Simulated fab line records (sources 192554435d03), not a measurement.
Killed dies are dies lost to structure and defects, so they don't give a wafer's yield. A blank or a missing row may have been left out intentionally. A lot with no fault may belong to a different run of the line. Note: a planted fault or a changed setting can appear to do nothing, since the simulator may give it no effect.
Chamber matching | flow n5_finfet | N5_BEOL_M3_STRIP_36 on rie_diel-02 has 4 sister chambers
The step strips in N2/H2. 4 wafers are shown with their chamber, then 12 later ones without.

## WAFERS, EACH WITH ITS CHAMBER
wafer  | chamber | showerhead_plenum_p_Torr (Torr)
L086.6 | 2       | 2.69
L087.1 | 1       | 2.48
L087.3 | 3       | 2.50
L087.6 | 0       | 2.52

## WAFERS WITH NO CHAMBER GIVEN
wafer  | showerhead_plenum_p_Torr (Torr)
L093.1 | 2.52
L093.2 | 2.47
L093.4 | 2.49
L095.3 | 2.49
L095.5 | 2.49
L095.6 | 2.52
L094.1 | 2.49
L094.5 | 2.49
L094.6 | 2.52
L096.1 | 2.49
L096.2 | 2.51
L096.4 | 2.68

## CHAMBER TAKEN BY EACH
wafer  | from the rows above     | in truth
L093.1 | 0                       | 0
L093.2 | 1                       | 1
L093.4 | can't be placed: 3 or 1 | 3
L095.3 | can't be placed: 3 or 1 | 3
L095.5 | can't be placed: 3 or 1 | 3
L095.6 | 0                       | 0
L094.1 | can't be placed: 3 or 1 | 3
L094.5 | can't be placed: 3 or 1 | 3
L094.6 | 0                       | 0
L096.1 | can't be placed: 3 or 1 | 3
L096.2 | can't be placed: 3 or 0 | 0
L096.4 | 2                       | 2
5 of 12 placed correctly. Unplaceable from these rows: 7, with the true chamber sitting among the candidates in 7. Number placed wrongly: 0.
How it was worked out, from the rows above alone: a wafer's distance from a chamber is the root of the sum, over the readings, of the square of ((its reading less the chamber's mean) divided by the reading's scatter). The wafer belongs to the nearest chamber; if the next one is less than 2 further off, it can't be placed. A chamber's mean is the mean of its shown wafers. The scatter: root of mean squared gap, hidden wafer to nearest shown wafer, with one shown wafer a chamber.
